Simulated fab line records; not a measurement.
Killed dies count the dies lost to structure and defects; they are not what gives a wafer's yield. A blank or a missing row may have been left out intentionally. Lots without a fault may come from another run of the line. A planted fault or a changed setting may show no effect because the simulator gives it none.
Chamber matching / flow n5-finfet / N5_FIN_SAQP_MANDREL2_REMOVE_60 on rie-si-03 has 4 sister chambers
The step chemistry HBr/Cl2/O2, target a-Si, stops on SiNx, bt time 10 s. 22 wafers are shown with their chamber, then 11 later ones without.

== EACH WAFER AND ITS CHAMBER ==
wafer=L074.3; chamber=2; drypump-motor-current-A (A)=5.3; throttle-valve-pct (%)=36.5; oes-product-au (a.u.)=0.990
wafer=L074.4; chamber=0; drypump-motor-current-A (A)=6.8; throttle-valve-pct (%)=37.7; oes-product-au (a.u.)=0.996
wafer=L074.5; chamber=0; drypump-motor-current-A (A)=6.8; throttle-valve-pct (%)=37.8; oes-product-au (a.u.)=0.997
wafer=L077.1; chamber=2; drypump-motor-current-A (A)=5.3; throttle-valve-pct (%)=36.5; oes-product-au (a.u.)=1.005
wafer=L077.3; chamber=0; drypump-motor-current-A (A)=6.8; throttle-valve-pct (%)=37.7; oes-product-au (a.u.)=1.007
wafer=L077.6; chamber=1; drypump-motor-current-A (A)=6.6; throttle-valve-pct (%)=37.2; oes-product-au (a.u.)=1.006
wafer=L078.1; chamber=2; drypump-motor-current-A (A)=5.3; throttle-valve-pct (%)=36.5; oes-product-au (a.u.)=0.997
wafer=L078.5; chamber=0; drypump-motor-current-A (A)=6.8; throttle-valve-pct (%)=37.8; oes-product-au (a.u.)=0.986
wafer=L078.6; chamber=1; drypump-motor-current-A (A)=6.6; throttle-valve-pct (%)=37.2; oes-product-au (a.u.)=1.002
wafer=L080.2; chamber=0; drypump-motor-current-A (A)=6.8; throttle-valve-pct (%)=37.8; oes-product-au (a.u.)=0.993
wafer=L080.4; chamber=2; drypump-motor-current-A (A)=5.3; throttle-valve-pct (%)=36.5; oes-product-au (a.u.)=1.000
wafer=L080.6; chamber=0; drypump-motor-current-A (A)=6.8; throttle-valve-pct (%)=37.7; oes-product-au (a.u.)=1.000
wafer=L081.2; chamber=0; drypump-motor-current-A (A)=6.8; throttle-valve-pct (%)=37.8; oes-product-au (a.u.)=0.998
wafer=L081.3; chamber=2; drypump-motor-current-A (A)=5.3; throttle-valve-pct (%)=36.5; oes-product-au (a.u.)=1.008
wafer=L081.4; chamber=3; drypump-motor-current-A (A)=5.4; throttle-valve-pct (%)=36.4; oes-product-au (a.u.)=0.995
wafer=L087.1; chamber=3; drypump-motor-current-A (A)=5.4; throttle-valve-pct (%)=36.4; oes-product-au (a.u.)=0.998
wafer=L087.2; chamber=2; drypump-motor-current-A (A)=5.3; throttle-valve-pct (%)=36.5; oes-product-au (a.u.)=1.011
wafer=L087.3; chamber=0; drypump-motor-current-A (A)=6.8; throttle-valve-pct (%)=37.7; oes-product-au (a.u.)=0.999
wafer=L089.2; chamber=3; drypump-motor-current-A (A)=5.3; throttle-valve-pct (%)=36.4; oes-product-au (a.u.)=1.002
wafer=L089.5; chamber=1; drypump-motor-current-A (A)=6.6; throttle-valve-pct (%)=37.2; oes-product-au (a.u.)=1.016
wafer=L089.6; chamber=0; drypump-motor-current-A (A)=6.8; throttle-valve-pct (%)=37.8; oes-product-au (a.u.)=1.003
wafer=L090.2; chamber=3; drypump-motor-current-A (A)=5.4; throttle-valve-pct (%)=36.4; oes-product-au (a.u.)=0.997

SIGNATURES (averages over the wafers above)
reading=drypump-motor-current-A; chamber 0=6.800; chamber 1=6.600; chamber 2=5.300; chamber 3=5.375; scatter within a chamber=0.0204
reading=throttle-valve-pct; chamber 0=37.756; chamber 1=37.200; chamber 2=36.500; chamber 3=36.400; scatter within a chamber=0.0351
reading=oes-product-au; chamber 0=0.99767; chamber 1=1.00800; chamber 2=1.00183; chamber 3=0.99800; scatter within a chamber=0.00629
Rule: for each reading, subtract the chamber's mean from the wafer's reading, divide by that reading's scatter and square the result; add these up over the readings and take the root, which gives the wafer's distance from the chamber. The wafer belongs to the nearest chamber; if the next one is less than 2 further off, it can't be placed. The scatter: the root of (the sum of the squares of (reading less its chamber's mean) over the shown wafers, divided by (wafers less chambers)).

== WAFERS WHOSE CHAMBER IS MISSING ==
wafer=L090.3; drypump-motor-current-A (A)=6.6; throttle-valve-pct (%)=37.2; oes-product-au (a.u.)=1.015
wafer=L090.5; drypump-motor-current-A (A)=5.3; throttle-valve-pct (%)=36.5; oes-product-au (a.u.)=1.008
wafer=L091.1; drypump-motor-current-A (A)=6.8; throttle-valve-pct (%)=37.7; oes-product-au (a.u.)=0.983
wafer=L091.3; drypump-motor-current-A (A)=5.3; throttle-valve-pct (%)=36.5; oes-product-au (a.u.)=0.992
wafer=L091.5; drypump-motor-current-A (A)=5.4; throttle-valve-pct (%)=36.4; oes-product-au (a.u.)=0.992
wafer=L093.3; drypump-motor-current-A (A)=5.3; throttle-valve-pct (%)=36.5; oes-product-au (a.u.)=1.003
wafer=L093.5; drypump-motor-current-A (A)=5.3; throttle-valve-pct (%)=36.5; oes-product-au (a.u.)=0.997
wafer=L093.6; drypump-motor-current-A (A)=6.7; throttle-valve-pct (%)=37.8; oes-product-au (a.u.)=0.996
wafer=L094.2; drypump-motor-current-A (A)=6.6; throttle-valve-pct (%)=37.2; oes-product-au (a.u.)=1.017
wafer=L094.4; drypump-motor-current-A (A)=5.3; throttle-valve-pct (%)=36.5; oes-product-au (a.u.)=0.998
wafer=L094.6; drypump-motor-current-A (A)=6.6; throttle-valve-pct (%)=37.2; oes-product-au (a.u.)=1.024

== THE CHAMBER EACH PASSED THROUGH ==
wafer=L090.3; from the rows above=1; in truth=1
wafer=L090.5; from the rows above=2; in truth=2
wafer=L091.1; from the rows above=0; in truth=0
wafer=L091.3; from the rows above=2; in truth=2
wafer=L091.5; from the rows above=3; in truth=3
wafer=L093.3; from the rows above=2; in truth=2
wafer=L093.5; from the rows above=2; in truth=2
wafer=L093.6; from the rows above=0; in truth=0
wafer=L094.2; from the rows above=1; in truth=1
wafer=L094.4; from the rows above=2; in truth=2
wafer=L094.6; from the rows above=1; in truth=1
11 of 11 placed correctly. Left unplaced by these rows: 0. 0 placed wrongly.
